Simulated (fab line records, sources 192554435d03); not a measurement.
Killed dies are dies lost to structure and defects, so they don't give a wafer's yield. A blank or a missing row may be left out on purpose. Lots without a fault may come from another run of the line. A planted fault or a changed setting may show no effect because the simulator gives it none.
Which tool did it? | flow n5_finfet | 8 lots, 24 wafers sampled, at 6 steps of a route of 1938

WHAT THE GAUGES READ, wafer by wafer
N5_BEOL_M0_CUTY_INSPECT_59: inspects for defects (macro). Usual: raw_defect_count 1.9, standard deviation 1.4.
lot  | measured    | on                | raw_defect_count | flag
L654 | day 6 06:38 | defect_inspect-02 | 1 3 4            |
L659 | day 7 05:07 | defect_inspect-01 | 2 4 1            |
L662 | day 8 00:07 | defect_inspect-01 | 1 0 1            |
L664 | day 8 11:06 | defect_inspect-02 | 4 0 1            |
L663 | day 8 11:52 | defect_inspect-01 | 0 5 1            |
L668 | day 9 10:20 | defect_inspect-02 | 0 2 0            |
L669 | day 9 20:23 | defect_inspect-02 | 1 3 2            |
L670 | day 9 22:29 | defect_inspect-01 | 3 5 >300         |

N5_BEOL_M4_RC_MEAS_101. Usual: DIBL_N 36.0 mV/V, standard deviation 1.8; DIBL_P 36.3 mV/V, standard deviation 2.4; IOFF_N 0.16 nA/um, standard deviation 0.035; IOFF_P 0.21 nA/um, standard deviation 0.036; ION_N 673 uA/um, standard deviation 13; ION_P 461 uA/um, standard deviation 7.2; SS_N 71.4 mV/dec, standard deviation 0.6; SS_P 73.2 mV/dec, standard deviation 0.7; VT_N 250 mV, standard deviation 4; VT_P -250.9 mV, standard deviation 2.9.
lot  | measured     | on        | DIBL_N (mV/V)  | DIBL_P (mV/V)  | IOFF_N (nA/um) | IOFF_P (nA/um) | ION_N (uA/um) | ION_P (uA/um) | SS_N (mV/dec)  | SS_P (mV/dec)  | VT_N (mV)   | VT_P (mV)            | flag
L654 | day 8 20:15  | prober-02 | 36.7 34.7 39.2 | 38.2 33.9 41.4 | 0.19 0.14 0.25 | 0.25 0.17 0.32 | 675 666 693   | 465 457 473   | 72.5 72.2 72.8 | 73.7 72.5 74.6 | 248 250 242 | -248.4 -252.9 -245.7 |
L659 | day 9 23:12  | prober-01 | 35.3 35.7 32.9 | 37.0 36.7 34.1 | 0.15 0.15 0.11 | 0.20 0.20 0.16 | 675 666 668   | 464 459 465   | 71.0 71.3 71.0 | 73.5 73.3 72.7 | 249 253 255 | -252.4 -251.4 -253.0 |
L662 | day 11 02:52 | prober-01 | 36.3 36.3 39.2 | 36.1 36.3 39.5 | 0.17 0.16 0.24 | 0.20 0.20 0.26 | 683 686 691   | 464 464 459   | 71.6 71.9 72.2 | 73.7 73.7 74.0 | 247 249 244 | -252.8 -252.5 -249.3 |
L664 | day 10 11:23 | prober-01 | 35.3 34.6 32.8 | 35.9 35.0 32.3 | 0.13 0.13 0.10 | 0.21 0.19 0.15 | 668 673 657   | 464 473 458   | 70.6 70.6 70.4 | 73.9 73.0 71.3 | 255 253 259 | -250.9 -252.9 -252.3 |
L663 | day 11 04:19 | prober-02 | 36.3 34.5 36.6 | 37.7 34.6 37.1 | 0.18 0.15 0.19 | 0.22 0.18 0.21 | 682 671 683   | 457 456 464   | 71.2 70.8 71.7 | 74.1 72.5 73.6 | 248 248 244 | -251.5 -252.5 -253.3 |
L668 | day 12 00:50 | prober-02 | 37.1 34.1 35.4 | 38.8 35.2 36.9 | 0.18 0.12 0.13 | 0.21 0.16 0.17 | 677 658 653   | 459 452 448   | 71.9 70.2 71.9 | 73.7 72.8 72.6 | 249 256 256 | -252.9 -257.1 -255.8 |
L669 | day 12 11:57 | prober-01 | 35.5 32.1 34.3 | 34.3 31.1 32.7 | 0.13 0.09 0.11 | 0.18 0.13 0.15 | 662 640 664   | 454 441 460   | 70.9 70.4 70.6 | 72.9 72.0 72.1 | 255 259 256 | -251.6 -256.4 -255.7 |
L670 | day 12 16:12 | prober-02 | 35.5 34.0 36.1 | 37.7 35.7 37.6 | 0.18 0.14 0.17 | 0.22 0.19 0.23 | 683 682 680   | 467 469 457   | 70.6 71.1 71.8 | 73.8 72.9 73.7 | 247 251 247 | -248.6 -251.5 -248.3 |

WHICH TOOL RAN EACH LOT (tool, then ch and the chambers of the sampled wafers, then the start)
lot  | N5_BEOL_M0_SAQP_DESCUM_45         | N5_BEOL_M0_SAQP_CUT_ETCH_46       | N5_BEOL_M0_SAQP_ALD_48           | N5_BEOL_M0_CUTY_ETCH_63
L654 | rie_diel-03 ch 1,3, day 6 05:08   | rie_diel-03 ch 1,3, day 6 05:13   | ald_sin-04 ch 1,2, day 6 05:33   | rie_diel-01 ch 0,1,3, day 6 07:25
L659 | rie_diel-02 ch 0,2,3, day 7 03:45 | rie_diel-02 ch 0,2,3, day 7 03:50 | ald_sin-03 ch 0,1, day 7 04:02   | rie_diel-01 ch 1,2,3, day 7 05:13
L662 | rie_diel-03 ch 2,3, day 7 22:46   | rie_diel-03 ch 2,3, day 7 22:50   | ald_sin-03 ch 0,1,3, day 7 23:02 | rie_diel-06 ch 0,2,3, day 8 00:14
L664 | rie_diel-04 ch 1,3, day 8 09:52   | rie_diel-04 ch 1,3, day 8 09:57   | ald_sin-04 ch 1,2, day 8 10:09   | rie_diel-01 ch 0,2, day 8 11:28
L663 | rie_diel-04 ch 1,2,3, day 8 10:23 | rie_diel-04 ch 1,2,3, day 8 10:28 | ald_sin-04 ch 1,3, day 8 10:55   | rie_diel-01 ch 1,2, day 8 11:59
L668 | rie_diel-03 ch 0,3, day 9 09:07   | rie_diel-03 ch 0,3, day 9 09:11   | ald_sin-04 ch 1,2,3, day 9 09:23 | rie_diel-06 ch 1,2, day 9 10:34
L669 | rie_diel-03 ch 0,1, day 9 18:46   | rie_diel-03 ch 0,1, day 9 18:52   | ald_sin-01 ch 3, day 9 19:04     | rie_diel-01 ch 1,3, day 9 20:30
L670 | rie_diel-03 ch 1,2, day 9 20:58   | rie_diel-03 ch 1,2, day 9 21:03   | ald_sin-04 ch 0,2,3, day 9 21:15 | rie_diel-05 ch 0,1, day 9 22:37
- N5_BEOL_M0_SAQP_DESCUM_45: chemistry O2, time 7 s.
- N5_BEOL_M0_SAQP_CUT_ETCH_46: etches SOC in N2/H2, target depth 135 nm, overetch 27 nm, time 202.5 s.
- N5_BEOL_M0_SAQP_ALD_48: deposits SiO2, target thk 20 nm, pulse time 1 s, co reactant pulse time 1 s.
- N5_BEOL_M0_CUTY_ETCH_63: etches SOC in N2/H2, target depth 82.7 nm, overetch 16.5 nm, time 124 s.

WHAT THE TOOLS THEMSELVES READ (means of the sampled wafers that have a number; where no wafer has one, the mark that the record gives instead)
N5_BEOL_M0_SAQP_DESCUM_45. Usual: drypump_motor_current_A 5.8 A, standard deviation 0.39; o2_flow_sccm 225.1 sccm, standard deviation 0.66; oes_product_au 0.76 a.u., standard deviation 0.074; rf_vpp_V 243.0 V, standard deviation 1.4; showerhead_plenum_p_Torr 2.08 Torr, standard deviation 0.074; throttle_valve_pct 20.42 %, standard deviation 0.24.
lot  | tool        | drypump_motor_current_A (A) | o2_flow_sccm (sccm) | oes_product_au (a.u.) | rf_vpp_V (V) | showerhead_plenum_p_Torr (Torr) | throttle_valve_pct (%) | flag
L654 | rie_diel-03 | 5.6                         | 224.7               | 0.76                  | 244.5        | 2.12                            | 20.22                  |
L659 | rie_diel-02 | 5.5                         | 224.7               | 0.72                  | 243.1        | 2.09                            | 20.69                  |
L662 | rie_diel-03 | 5.8                         | 225.2               | 0.75                  | 242.6        | 2.06                            | 20.44                  |
L664 | rie_diel-04 | 5.9                         | 224.5               | 0.81                  | 244.7        | 2.21                            | 20.60                  |
L663 | rie_diel-04 | 5.8                         | 224.8               | 0.76                  | 243.8        | 2.15                            | 20.50                  |
L668 | rie_diel-03 | 5.8                         | 225.8               | 0.80                  | 242.9        | 2.07                            | 20.23                  |
L669 | rie_diel-03 | 5.8                         | 225.6               | 0.82                  | 242.9        | 2.04                            | 20.14                  |
L670 | rie_diel-03 | 5.9                         | 225.1               | 0.76                  | 242.2        | 2.02                            | 20.38                  |

N5_BEOL_M0_SAQP_CUT_ETCH_46. Usual: bias_w 150.0 W, standard deviation 0.43; drypump_motor_current_A 5.8 A, standard deviation 0.39; rf_vpp_V 523.6 V, standard deviation 2.3; showerhead_plenum_p_Torr 2.53 Torr, standard deviation 0.086; throttle_valve_pct 17.85 %, standard deviation 0.21.
lot  | tool        | bias_w (W) | drypump_motor_current_A (A) | rf_vpp_V (V) | showerhead_plenum_p_Torr (Torr) | throttle_valve_pct (%) | flag
L654 | rie_diel-03 | 150.7      | 5.6                         | 524.4        | 2.58                            | 17.64                  |
L659 | rie_diel-02 | 150.1      | 5.5                         | 523.7        | 2.53                            | 18.10                  |
L662 | rie_diel-03 | 150.0      | 5.9                         | 522.3        | 2.52                            | 17.90                  |
L664 | rie_diel-04 | 150.1      | 5.9                         | 527.7        | 2.67                            | 17.93                  |
L663 | rie_diel-04 | 149.9      | 5.8                         | 525.5        | 2.62                            | 17.87                  |
L668 | rie_diel-03 | 149.7      | 5.8                         | 523.9        | 2.53                            | 17.67                  |
L669 | rie_diel-03 | 149.8      | 5.8                         | 522.0        | 2.49                            | 17.59                  |
L670 | rie_diel-03 | 150.1      | 5.9                         | 522.8        | 2.47                            | 17.86                  |

N5_BEOL_M0_SAQP_ALD_48. Usual: heater_power_w 81 W, standard deviation 6.2; precursor_pulse_height_rel 0.998, standard deviation 0.02.
lot  | tool       | heater_power_w (W) | precursor_pulse_height_rel | flag
L654 | ald_sin-04 | 78                 | 1.000                      |
L659 | ald_sin-03 | 84                 | 0.999                      |
L662 | ald_sin-03 | 84                 | 0.994                      |
L664 | ald_sin-04 | 74                 | 0.969                      |
L663 | ald_sin-04 | 74                 | 0.990                      |
L668 | ald_sin-04 | 77                 | 0.982                      |
L669 | ald_sin-01 | 90                 | 1.016                      |
L670 | ald_sin-04 | 83                 | 0.988                      |

N5_BEOL_M0_CUTY_ETCH_63. Usual: bias_w 149.9 W, standard deviation 0.5; drypump_motor_current_A 5.6 A, standard deviation 0.57; oes_product_au 0.64 a.u., standard deviation 0.068; rf_vpp_V 523.1 V, standard deviation 2.1; showerhead_plenum_p_Torr 2.52 Torr, standard deviation 0.068; throttle_valve_pct 17.8 %, standard deviation 0.31.
lot  | tool        | bias_w (W) | drypump_motor_current_A (A) | oes_product_au (a.u.) | rf_vpp_V (V) | showerhead_plenum_p_Torr (Torr) | throttle_valve_pct (%) | flag
L654 | rie_diel-01 | 149.8      | 5.0                         | 0.63                  | 523.1        | 2.52                            | 17.9                   |
L659 | rie_diel-01 | 149.9      | 5.6                         | 0.63                  | 523.5        | 2.54                            | 17.7                   |
L662 | rie_diel-06 | 149.8      | 5.9                         | 0.58                  | 521.9        | 2.46                            | 18.0                   |
L664 | rie_diel-01 | 149.7      | 5.9                         | 0.67                  | 523.7        | 2.53                            | 17.5                   |
L663 | rie_diel-01 | 149.5      | 5.5                         | 0.64                  | 524.8        | 2.55                            | 17.6                   |
L668 | rie_diel-06 | 150.0      | 6.1                         | 0.76                  | 525.9        | 2.63                            | 17.7                   |
L669 | rie_diel-01 | 150.1      | 5.2                         | 0.73                  | 522.7        | 2.52                            | 17.7                   |
L670 | rie_diel-05 | 150.4      | 5.9                         | 0.62                  | 521.9        | 2.49                            | 17.8                   |

THE ANSWER, worked out from the rows above alone
Rule: a lot is off if the mean of its wafers that have a number lies more than 3 standard deviations from the usual mean. A lot without any number at a reading at which 4 lots or more have one is off too. The other lots that the step has rows for count as sound. The gauges are gone through in route order, then the tools' own readings, and for those a lot's mean is taken as printed above. The first step at which some lot is off is used, and at that step the reading that is off furthest; a lot without a number counts as furthest.
No lot is off at any reading shown: from this, nothing can be told.

WHAT THE SIMULATOR HAD PUT IN
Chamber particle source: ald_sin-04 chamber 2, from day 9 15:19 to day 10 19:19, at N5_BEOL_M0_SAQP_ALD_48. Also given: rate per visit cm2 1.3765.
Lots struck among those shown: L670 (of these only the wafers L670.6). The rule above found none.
